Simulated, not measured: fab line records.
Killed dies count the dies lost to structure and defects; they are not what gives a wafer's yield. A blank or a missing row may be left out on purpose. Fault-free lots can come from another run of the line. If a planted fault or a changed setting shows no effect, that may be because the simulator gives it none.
Split-lot experiment ; flow n5-finfet ; on a route of 1938 steps: 7 lots, 21 wafers read

== ON THE SPLIT ==
At N5_MOL_CONTACT_COAG_COAT_58 (time 60 s, resist thk 10 nm), the setting spin-rpm was moved away from the recipe's 1500 rpm on 8 of the 21 wafers read, by -11.0% to +9.7%. For the rest of the wafers, this setting stayed at what the recipe calls for.

== FROM THE SPLIT TO THE READING: what the file shows between them, 3 steps ==
- N5_MOL_CONTACT_COAG_COAT_02: resist thk 30 nm
- N5_MOL_CONTACT_COAG_EBR_04
- N5_MOL_CONTACT_COAG_DESCUM_13: chemistry O2, time 7 s

== THE READING ==
etch.depth-nm (the simulator's own value, which no gauge read), in nm, at N5_MOL_CONTACT_COAG_ETCH_59 (etches underlayer in N2/H2, target depth 13 nm, time 10.4 s). The file does not state a usual value for it. The 13 wafers here that ran the recipe average 10.001 nm, standard deviation 0.03 nm.

wafer;tool, chamber at the split;spin-rpm as run, rpm;against the recipe;etch.depth-nm, nm;against lot-mates on the recipe
L074.3;litho-track-04, 0;1500;recipe;9.979;-
L074.5;litho-track-04, 0;1500;recipe;9.982;-
L074.6;litho-track-04, 0;1500;recipe;9.994;-
L076.1;litho-track-04, 0;1500;recipe;10.02;-
L076.3;litho-track-04, 0;1500;recipe;9.969;-
L076.5;litho-track-04, 0;1500;recipe;9.99;-
L080.1;litho-track-01, 0;1572;+4.8%;9.787;-0.213
L080.3;litho-track-01, 0;1572;+4.8%;9.781;-0.219
L080.4;litho-track-01, 0;1500;recipe;10;-
L083.1;litho-track-01, 0;1570;+4.7%;9.787;-0.223
L083.4;litho-track-01, 0;1570;+4.7%;9.76;-0.250
L083.5;litho-track-01, 0;1500;recipe;10.01;-
L087.1;litho-track-01, 0;1500;recipe;9.953;-
L087.5;litho-track-01, 0;1335;-11.0%;10.59;+0.615
L087.6;litho-track-01, 0;1500;recipe;9.997;-
L090.1;litho-track-04, 0;1500;recipe;10.05;-
L090.5;litho-track-04, 0;1645;+9.7%;9.583;-0.477
L090.6;litho-track-04, 0;1500;recipe;10.07;-
L093.2;litho-track-04, 0;1400;-6.7%;10.38;+0.380
L093.4;litho-track-04, 0;1400;-6.7%;10.37;+0.370
L093.6;litho-track-04, 0;1500;recipe;10;-

FIT RESULTS
A straight line over all 21 wafers: etch.depth-nm changes by -0.0503 nm for each +1% of spin-rpm; r = -0.99; the points scatter about the line by 0.032 nm.
The same after taking each lot's own level away (the mean of its wafers on the recipe; 21 wafers): -0.0527 nm for each +1%; r = -1.00; scatter 0.02 nm.
According to that fit, moving spin-rpm by its largest amount changes the reading by 0.58 nm.
The lots' own levels span 9.9750 to 10.0600 nm, that is 2.8 times the standard deviation above.
So the lot-to-lot level changes the slope little: the two slopes agree.
Check: +0.574 nm against its lot-mates is what the line predicts for one of the wafers moved furthest among these (-11.0%) when that wafer is left out of the fit. Against them it came out at +0.615 nm.

== THESE WAFERS: OTHER SPLITS ==
Before the reading, these wafers also passed through other splits. Each is held against what the fit with the lots' levels taken away leaves over:
other split on the same wafers;wafers away from the commonest value;r with etch.depth-nm (lot level and that fit taken away)
N5_GATE_CUT_ETCH_58 bias-w;4;+0.13

== THE WHOLE CHAIN: every reading that the file lists as answering this split, in the file's order ==
step;what it does;reading;change (the file's fit);r (the file's)
N5_MOL_CONTACT_COAG_COAT_58;time 60 s, resist thk 10 nm;underlayer_of_MOL_CONTACT_COAG_COAT_58.thk-nm (the simulator's own value, which no gauge read);-0.0495 nm for each +1% of the setting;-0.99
N5_MOL_CONTACT_COAG_ETCH_59;etches underlayer in N2/H2, target depth 13 nm, time 10.4 s;CAR-EUV_of_MOL_CONTACT_COAG_COAT_02.thk-nm (the simulator's own value, which no gauge read);+0.0589 nm for each +1% of the setting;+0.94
N5_MOL_CONTACT_COAG_ETCH_59;etches underlayer in N2/H2, target depth 13 nm, time 10.4 s;etch.depth-nm (the simulator's own value, which no gauge read);-0.0527 nm for each +1% of the setting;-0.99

== FILE'S OWN FIT ==
etch.depth-nm changes by -0.0527 nm for each +1% of spin-rpm, r = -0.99.
